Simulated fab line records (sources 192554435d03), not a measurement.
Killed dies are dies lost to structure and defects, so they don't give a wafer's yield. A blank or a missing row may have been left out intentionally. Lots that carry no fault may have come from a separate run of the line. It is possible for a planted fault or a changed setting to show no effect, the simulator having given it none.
Split-lot study + flow n5 finfet + route with 1938 steps; 7 lots, 21 wafers read

## ON THE SPLIT
At N5_BEOL_M0_SAQP_PECVD_96 (deposits a-Si from SiH4/He, target thk 45 nm, time 45.2 s), the setting time s was moved away from the recipe's 45.2 s on 6 of the 21 wafers read, by -14.1% to +12.7%. The other wafers ran this setting at the recipe's value.

## FROM THE SPLIT TO THE READING: what the file shows between them, 5 steps
- N5_BEOL_M0_SAQP_ETCH_84: etches SOC in N2/H2, target depth 100 nm, overetch 20 nm, time 150 s (also split here: time s)
- N5_BEOL_M0_SAQP_STRIP_80: strips in N2/H2
- N5_BEOL_M0_SAQP_HM_OPEN_112: chemistry CHF3/O2, target SiO2, stops on a-Si, target depth 12 nm, time 13.5 s
- N5_BEOL_M0_SAQP_ETCH_101: etches SiNx in CH3F/O2, target depth 29.9 nm, time 42.7 s
- N5_BEOL_M0_SAQP_ETCH_102: etches SiO2 in CF4, target depth 4 nm, time 4.4 s

## THE READING
etch.depth nm (the simulator's own value, which no gauge read), in nm, at N5_BEOL_M0_SAQP_MANDREL_ETCH_103 (etches a-Si in HBr/Cl2, stops on SiCN, target depth 45 nm, bt time 10 s, time 27 s). The file does not state a usual value for it. Across the 15 wafers here that went through the recipe, the average is 44.95 nm and the standard deviation 0.77 nm.

| wafer  | tool, chamber at the split | time s as run, s | against the recipe | etch.depth nm, nm | against lot-mates on the recipe |
|--------|----------------------------|------------------|--------------------|-------------------|---------------------------------|
| L088.3 | pecvd-02, 2                | 45.2             | recipe             | 44.59             | -                               |
| L088.5 | pecvd-02, 2                | 45.2             | recipe             | 44.88             | -                               |
| L088.6 | pecvd-02, 0                | 45.2             | recipe             | 45.56             | -                               |
| L089.2 | pecvd-02, 1                | 45.2             | recipe             | 43.52             | -                               |
| L089.5 | pecvd-02, 0                | 45.2             | recipe             | 45.63             | -                               |
| L089.6 | pecvd-02, 1                | 50.1             | +10.8%             | 49.03             | +4.45                           |
| L090.4 | pecvd-01, 1                | 50.95            | +12.7%             | 50.33             | +4.01                           |
| L090.5 | pecvd-01, 2                | 45.2             | recipe             | 46.32             | -                               |
| L090.6 | pecvd-01, 0                | 50.95            | +12.7%             | 50.55             | +4.23                           |
| L091.3 | pecvd-01, 1                | 45.2             | recipe             | 43.6              | -                               |
| L091.4 | pecvd-01, 2                | 45.2             | recipe             | 45.19             | -                               |
| L091.5 | pecvd-01, 1                | 45.2             | recipe             | 44.18             | -                               |
| L092.2 | pecvd-02, 0                | 38.83            | -14.1%             | 38.68             | -6.82                           |
| L092.4 | pecvd-02, 1                | 45.2             | recipe             | 45.07             | -                               |
| L092.5 | pecvd-02, 0                | 45.2             | recipe             | 45.93             | -                               |
| L093.3 | pecvd-03, 2                | 42.77            | -5.4%              | 42.26             | -2.92                           |
| L093.4 | pecvd-03, 1,2              | 45.2             | recipe             | 45.12             | -                               |
| L093.5 | pecvd-03, 1,2              | 45.2             | recipe             | 45.24             | -                               |
| L094.1 | pecvd-01, 1                | 45.2             | recipe             | 44.3              | -                               |
| L094.5 | pecvd-01, 2                | 45.2             | recipe             | 45.12             | -                               |
| L094.6 | pecvd-01, 0                | 39.13            | -13.4%             | 38.96             | -5.75                           |
When a row names more than one chamber, that row covers several wafers, and the file does not tell which wafer ran in which chamber.

FIT RESULTS
A straight line over all 21 wafers: etch.depth nm changes by +0.433 nm for each +1% of time s; r = +0.97; the points scatter about the line by 0.7 nm.
The same after taking each lot's own level away (the mean of its wafers on the recipe; 21 wafers): +0.404 nm for each +1%; r = +0.97; scatter 0.65 nm.
That fit puts the effect of the largest move of time s on the reading at 5.7 nm.
Measured against the standard deviation above, the lots' own levels, which go from 44.323 to 46.320 nm, span 2.6 times it.
The two slopes agree, so the slope changes little with the lot-to-lot level.
Check: with one of the wafers moved furthest among these (-14.1%) left out of the fit, the line predicts -5.51 nm for it against its lot-mates. Against them it came out at -6.82 nm.

## THE OTHER SPLITS THESE WAFERS WENT THROUGH
Before the reading, these wafers also passed through other splits. Each is held against what the fit with the lots' levels taken away leaves over:
| other split on the same wafers    | wafers away from the commonest value | r with etch.depth nm (lot level and that fit taken away) |
|-----------------------------------|--------------------------------------|----------------------------------------------------------|
| N5_SD_EPI_P_COAT_03 spin rpm      | 3                                    | +0.07                                                    |
| N5_SDB_ALD_29 ald cycles          | 3                                    | +0.05                                                    |
| N5_SDB_CMP_30 platen rpm          | 9                                    | -0.41                                                    |
| N5_HKMG_FIN_ETCH_54 source w      | 7                                    | -0.05                                                    |
| N5_HKMG_FIN_ETCH_58 source w      | 8                                    | +0.33                                                    |
| N5_GATE_CUT_COAT_27 spin rpm      | 3                                    | +0.02                                                    |
| N5_BEOL_M0_SAQP_ILD_DEP_01 time s | 8                                    | +0.16                                                    |
| N5_BEOL_M0_SAQP_ETCH_84 time s    | 7                                    | +0.04                                                    |

## THE WHOLE CHAIN: every reading that the file lists as answering this split, in the file's order
| step                             | what it does                                                                       | reading                                                                               | change (the file's fit)               | r (the file's) |
|----------------------------------|------------------------------------------------------------------------------------|---------------------------------------------------------------------------------------|---------------------------------------|----------------|
| N5_BEOL_M0_SAQP_PECVD_96         | deposits a-Si from SiH4/He, target thk 45 nm, time 45.2 s                          | a-Si_of_BEOL_M0_SAQP_PECVD_96.thk nm (the simulator's own value, which no gauge read) | +0.424 nm for each +1% of the setting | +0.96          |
| N5_BEOL_M0_SAQP_MANDREL_ETCH_103 | etches a-Si in HBr/Cl2, stops on SiCN, target depth 45 nm, bt time 10 s, time 27 s | etch.depth nm (the simulator's own value, which no gauge read)                        | +0.422 nm for each +1% of the setting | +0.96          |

## FILE'S OWN FIT
etch.depth nm changes by +0.422 nm for each +1% of time s, r = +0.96.
